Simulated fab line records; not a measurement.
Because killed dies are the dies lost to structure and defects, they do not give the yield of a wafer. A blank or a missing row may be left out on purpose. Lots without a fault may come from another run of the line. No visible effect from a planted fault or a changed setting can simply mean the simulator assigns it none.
Split-lot trial / flow n5-finfet / 39 wafers read from 7 lots, route of 1938 steps

## SPLIT DETAILS
At N5_BEOL_M12_ILD_DEP_00 (deposits SiOC from DEMS/O2, target thk 658.92 nm, time 130.7 s), the setting time-s was moved away from the recipe's 130.7 s on 15 of the 39 wafers read, by -50.2% to +46.1%. For the rest of the wafers, this setting stayed at what the recipe calls for.

Between the split and the reading, the file records no step.

## THE READING
M12_ILD_THK at N5_BEOL_M12_THK_MEAS_01, in nm. On this fab line, fault-free wafers typically give 659 nm with a standard deviation of 9 nm.

wafer=L079.1; tool, chamber at the split=pecvd-01, 1; time-s as run, s=130.7; against the recipe=recipe; M12_ILD_THK, nm=649; against lot-mates on the recipe=-
wafer=L079.2; tool, chamber at the split=pecvd-01, 2; time-s as run, s=130.7; against the recipe=recipe; M12_ILD_THK, nm=658; against lot-mates on the recipe=-
wafer=L079.3; tool, chamber at the split=pecvd-01, 0; time-s as run, s=130.7; against the recipe=recipe; M12_ILD_THK, nm=664; against lot-mates on the recipe=-
wafer=L079.4; tool, chamber at the split=pecvd-01, 1; time-s as run, s=65.08; against the recipe=-50.2%; M12_ILD_THK, nm=332; against lot-mates on the recipe=-325
wafer=L079.5; tool, chamber at the split=pecvd-01, 0; time-s as run, s=65.08; against the recipe=-50.2%; M12_ILD_THK, nm=330; against lot-mates on the recipe=-327
wafer=L079.6; tool, chamber at the split=pecvd-01, 2; time-s as run, s=65.08; against the recipe=-50.2%; M12_ILD_THK, nm=333; against lot-mates on the recipe=-324
wafer=L078.1; tool, chamber at the split=pecvd-02, 1; time-s as run, s=130.7; against the recipe=recipe; M12_ILD_THK, nm=660; against lot-mates on the recipe=-
wafer=L078.4; tool, chamber at the split=pecvd-02, 2; time-s as run, s=130.7; against the recipe=recipe; M12_ILD_THK, nm=659; against lot-mates on the recipe=-
wafer=L078.5; tool, chamber at the split=pecvd-02, 0; time-s as run, s=130.7; against the recipe=recipe; M12_ILD_THK, nm=658; against lot-mates on the recipe=-
wafer=L080.1; tool, chamber at the split=pecvd-01, 0; time-s as run, s=130.7; against the recipe=recipe; M12_ILD_THK, nm=658; against lot-mates on the recipe=-
wafer=L080.2; tool, chamber at the split=pecvd-01, 2; time-s as run, s=154.6; against the recipe=+18.3%; M12_ILD_THK, nm=777; against lot-mates on the recipe=+114
wafer=L080.3; tool, chamber at the split=pecvd-01, 1; time-s as run, s=154.6; against the recipe=+18.3%; M12_ILD_THK, nm=771; against lot-mates on the recipe=+108
wafer=L080.4; tool, chamber at the split=pecvd-01, 0; time-s as run, s=154.6; against the recipe=+18.3%; M12_ILD_THK, nm=779; against lot-mates on the recipe=+116
wafer=L080.5; tool, chamber at the split=pecvd-01, 1; time-s as run, s=130.7; against the recipe=recipe; M12_ILD_THK, nm=662; against lot-mates on the recipe=-
wafer=L080.6; tool, chamber at the split=pecvd-01, 2; time-s as run, s=130.7; against the recipe=recipe; M12_ILD_THK, nm=668; against lot-mates on the recipe=-
wafer=L085.1; tool, chamber at the split=pecvd-02, 0; time-s as run, s=130.7; against the recipe=recipe; M12_ILD_THK, nm=651; against lot-mates on the recipe=-
wafer=L085.2; tool, chamber at the split=pecvd-02, 2; time-s as run, s=191; against the recipe=+46.1%; M12_ILD_THK, nm=957; against lot-mates on the recipe=+299
wafer=L085.3; tool, chamber at the split=pecvd-02, 1; time-s as run, s=191; against the recipe=+46.1%; M12_ILD_THK, nm=961; against lot-mates on the recipe=+303
wafer=L085.4; tool, chamber at the split=pecvd-02, 1; time-s as run, s=130.7; against the recipe=recipe; M12_ILD_THK, nm=663; against lot-mates on the recipe=-
wafer=L085.5; tool, chamber at the split=pecvd-02, 2; time-s as run, s=191; against the recipe=+46.1%; M12_ILD_THK, nm=972; against lot-mates on the recipe=+314
wafer=L085.6; tool, chamber at the split=pecvd-02, 0; time-s as run, s=130.7; against the recipe=recipe; M12_ILD_THK, nm=659; against lot-mates on the recipe=-
wafer=L090.1; tool, chamber at the split=pecvd-01, 1; time-s as run, s=174.4; against the recipe=+33.4%; M12_ILD_THK, nm=870; against lot-mates on the recipe=+209
wafer=L090.2; tool, chamber at the split=pecvd-01, 0; time-s as run, s=130.7; against the recipe=recipe; M12_ILD_THK, nm=654; against lot-mates on the recipe=-
wafer=L090.3; tool, chamber at the split=pecvd-01, 2; time-s as run, s=174.4; against the recipe=+33.4%; M12_ILD_THK, nm=864; against lot-mates on the recipe=+203
wafer=L090.4; tool, chamber at the split=pecvd-01, 2; time-s as run, s=174.4; against the recipe=+33.4%; M12_ILD_THK, nm=877; against lot-mates on the recipe=+216
wafer=L090.5; tool, chamber at the split=pecvd-01, 1; time-s as run, s=130.7; against the recipe=recipe; M12_ILD_THK, nm=664; against lot-mates on the recipe=-
wafer=L090.6; tool, chamber at the split=pecvd-01, 0; time-s as run, s=130.7; against the recipe=recipe; M12_ILD_THK, nm=664; against lot-mates on the recipe=-
wafer=L094.1; tool, chamber at the split=pecvd-03, 0; time-s as run, s=189.2; against the recipe=+44.8%; M12_ILD_THK, nm=963; against lot-mates on the recipe=+299
wafer=L094.2; tool, chamber at the split=pecvd-03, 1; time-s as run, s=189.2; against the recipe=+44.8%; M12_ILD_THK, nm=952; against lot-mates on the recipe=+288
wafer=L094.3; tool, chamber at the split=pecvd-03, 2; time-s as run, s=130.7; against the recipe=recipe; M12_ILD_THK, nm=652; against lot-mates on the recipe=-
wafer=L094.4; tool, chamber at the split=pecvd-03, 1; time-s as run, s=130.7; against the recipe=recipe; M12_ILD_THK, nm=677; against lot-mates on the recipe=-
wafer=L094.5; tool, chamber at the split=pecvd-03, 0; time-s as run, s=189.2; against the recipe=+44.8%; M12_ILD_THK, nm=974; against lot-mates on the recipe=+310
wafer=L094.6; tool, chamber at the split=pecvd-03, 2; time-s as run, s=130.7; against the recipe=recipe; M12_ILD_THK, nm=662; against lot-mates on the recipe=-
wafer=L097.1; tool, chamber at the split=pecvd-03, 1; time-s as run, s=130.7; against the recipe=recipe; M12_ILD_THK, nm=679; against lot-mates on the recipe=-
wafer=L097.2; tool, chamber at the split=pecvd-03, 2; time-s as run, s=130.7; against the recipe=recipe; M12_ILD_THK, nm=664; against lot-mates on the recipe=-
wafer=L097.3; tool, chamber at the split=pecvd-03, 0; time-s as run, s=130.7; against the recipe=recipe; M12_ILD_THK, nm=669; against lot-mates on the recipe=-
wafer=L097.4; tool, chamber at the split=pecvd-03, 0; time-s as run, s=130.7; against the recipe=recipe; M12_ILD_THK, nm=692; against lot-mates on the recipe=-
wafer=L097.5; tool, chamber at the split=pecvd-03, 2; time-s as run, s=130.7; against the recipe=recipe; M12_ILD_THK, nm=669; against lot-mates on the recipe=-
wafer=L097.6; tool, chamber at the split=pecvd-03, 1; time-s as run, s=130.7; against the recipe=recipe; M12_ILD_THK, nm=680; against lot-mates on the recipe=-

FIT RESULTS
A straight line over all 39 wafers: M12_ILD_THK changes by +6.53 nm for each +1% of time-s; r = +1.00; the points scatter about the line by 9.8 nm.
The same after taking each lot's own level away (the mean of its wafers on the recipe; 39 wafers): +6.53 nm for each +1%; r = +1.00; scatter 7.7 nm.
The reading moves by 3.3e+02 nm for the largest change in time-s, on that fit.
The span of the lots' own levels, 657.0 to 675.5 nm, comes to 2.1 times the standard deviation stated above.
So the lot-to-lot level changes the slope little: the two slopes agree.
Check: -328 nm against its lot-mates is what the line predicts for one of the wafers moved furthest among these (-50.2%) when that wafer is left out of the fit. It came out at -325 nm against them.

## THESE WAFERS: OTHER SPLITS
Other splits were also applied to these wafers ahead of the reading. Each is held against what the fit with the lots' levels taken away leaves over:
other split on the same wafers=N5_FIN_SAQP_ETCH_65 time-s; wafers away from the commonest value=15; r with M12_ILD_THK (lot level and that fit taken away)=+0.07
other split on the same wafers=N5_MOL_CONTACT_COAG_ALD_27 time-s; wafers away from the commonest value=9; r with M12_ILD_THK (lot level and that fit taken away)=-0.21
other split on the same wafers=N5_BEOL_M2_DESCUM_33 time-s; wafers away from the commonest value=6; r with M12_ILD_THK (lot level and that fit taken away)=-0.01
other split on the same wafers=N5_BEOL_M9_ILD_DEP_00 time-s; wafers away from the commonest value=15; r with M12_ILD_THK (lot level and that fit taken away)=-0.15

## THE WHOLE CHAIN: every reading that the file lists as answering this split, in the file's order
step=N5_BEOL_M12_ILD_DEP_00; what it does=deposits SiOC from DEMS/O2, target thk 658.92 nm, time 130.7 s; reading=SiOC_of_BEOL_M12_ILD_DEP_00.thk-nm (the simulator's own value, which no gauge read); change (the file's fit)=+6.53 nm for each +1% of the setting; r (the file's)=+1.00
step=N5_BEOL_M12_THK_MEAS_01; what it does=; reading=M12_ILD_THK; change (the file's fit)=+6.53 for each +1% of the setting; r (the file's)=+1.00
step=N5_BEOL_M12_VIA_ETCH_16; what it does=etches SiOC in C4F8/O2/Ar, target depth 724.8 nm; reading=etch.depth-nm (the simulator's own value, which no gauge read); change (the file's fit)=+6.53 nm for each +1% of the setting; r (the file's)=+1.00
step=N5_BEOL_M12_VIA_ETCH_16; what it does=etches SiOC in C4F8/O2/Ar, target depth 724.8 nm; reading=coat_of_BEOL_M12_COAT_04.thk-nm (the simulator's own value, which no gauge read); change (the file's fit)=-1.92 nm for each +1% of the setting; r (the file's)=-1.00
step=N5_BEOL_M12_STRIP_63; what it does=strips in N2/H2; reading=oes-product-au; change (the file's fit)=not straight: 0.817 at the lowest setting, 0.692 at the recipe, 0.653 at the highest; r (the file's)=not given
step=N5_BEOL_M12_STRIP_63; what it does=strips in N2/H2; reading=strip-time-to-endpoint-s; change (the file's fit)=withheld for each +1% of the setting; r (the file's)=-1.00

## FILE'S OWN FIT
M12_ILD_THK changes by +6.53 nm for each +1% of time-s, r = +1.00.
